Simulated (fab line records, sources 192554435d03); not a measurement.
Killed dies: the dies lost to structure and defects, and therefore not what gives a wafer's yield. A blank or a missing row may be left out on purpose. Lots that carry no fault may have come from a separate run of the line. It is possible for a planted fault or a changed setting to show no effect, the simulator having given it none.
Split-lot experiment    flow n5Finfet    route with 1938 steps; 7 lots, 21 wafers read

## THE SPLIT
At N5_FIN_SAQP_ETCH_64 (etches SiO2 in CF4, target depth 1.5 nm), the setting biasW was moved away from the recipe's 400 W on 11 of the 21 wafers read, by -15.0% to +13.9%. All remaining wafers had this setting at the recipe value.

The reading comes from the split's own step.

## THE READING
etch.depthNm (the simulator's own value, which no gauge read), in nm, at N5_FIN_SAQP_ETCH_64 (etches SiO2 in CF4, target depth 1.5 nm). There is no usual value for it anywhere in the file. Here, 10 wafers ran the recipe; their average is 1.480 nm with a standard deviation of 0.039 nm.

wafer   tool, chamber at the split  biasW as run, W  against the recipe  etch.depthNm, nm  against lot-mates on the recipe
L075.1  rieSi-06, 3                 455.7            +13.9%              1.562             +0.096
L075.3  rieSi-06, 2                 400              recipe              1.466             -
L075.5  rieSi-06, 2                 455.7            +13.9%              1.534             +0.068
L076.1  rieSi-04, 1                 400              recipe              1.426             -
L076.3  rieSi-04, 0                 429.8            +7.5%               1.534             +0.108
L076.4  rieSi-04, 2                 429.8            +7.5%               1.539             +0.113
L077.2  rieSi-04, 2                 424.4            +6.1%               1.52              +0.058
L077.3  rieSi-04, 0                 424.4            +6.1%               1.521             +0.059
L077.6  rieSi-04, 3                 400              recipe              1.462             -
L079.4  rieSi-06, 2                 400              recipe              1.473             -
L079.5  rieSi-06, 0                 363.3            -9.2%               1.445             -0.028
L079.6  rieSi-06, 3                 363.3            -9.2%               1.45              -0.023
L080.1  rieSi-01, 2                 339.9            -15.0%              1.427             -0.123
L080.3  rieSi-01, 1                 400              recipe              1.543             -
L080.4  rieSi-01, 0                 400              recipe              1.558             -
L082.4  rieSi-04, 0                 437              +9.3%               1.542             +0.093
L082.5  rieSi-04, 0                 437              +9.3%               1.548             +0.099
L082.6  rieSi-04, 1                 400              recipe              1.449             -
L088.2  rieSi-06, 2                 400              recipe              1.468             -
L088.4  rieSi-06, 0                 400              recipe              1.492             -
L088.5  rieSi-06, 2                 400              recipe              1.468             -

THE FIT
A straight line over all 21 wafers: etch.depthNm changes by +0.00486 nm for each +1% of biasW; r = +0.77; the points scatter about the line by 0.03 nm.
The same after taking each lot's own level away (the mean of its wafers on the recipe; 21 wafers): +0.0073 nm for each +1%; r = +0.91; scatter 0.024 nm.
That fit puts the effect of the largest move of biasW on the reading at 0.11 nm.
The span of the lots' own levels, 1.4260 to 1.5505 nm, comes to 3.2 times the standard deviation stated above.
So the lot-to-lot level blurs the effect unless lot-mates are compared.
Check: with one of the wafers moved furthest among these (-15.0%) left out of the fit, the line predicts -0.0874 nm for it against its lot-mates. It came out at -0.123 nm against them.

## OTHER SPLITS APPLIED TO THESE WAFERS
Other splits were also applied to these wafers ahead of the reading. Each is held against what the fit with the lots' levels taken away leaves over:
other split on the same wafers  wafers away from the commonest value  r with etch.depthNm (lot level and that fit taken away)
N5_ZERO_LAYER_PECVD_02 timeS    8                                     -0.06
N5_ZERO_LAYER_COAT_05 spinRpm   9                                     -0.41
N5_ZERO_LAYER_EXPOSE_08 doseMj  6                                     +0.00
N5_ZERO_LAYER_PEB_09 pebTimeS   as run: not given for these wafers    -
N5_FIN_SAQP_HM_DEP_03 timeS     9                                     -0.38
N5_FIN_SAQP_EXPOSE_13 doseMj    8                                     -0.41

## THE FILE'S OWN FIT
etch.depthNm changes by +0.00777 nm for each +1% of biasW, r = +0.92.
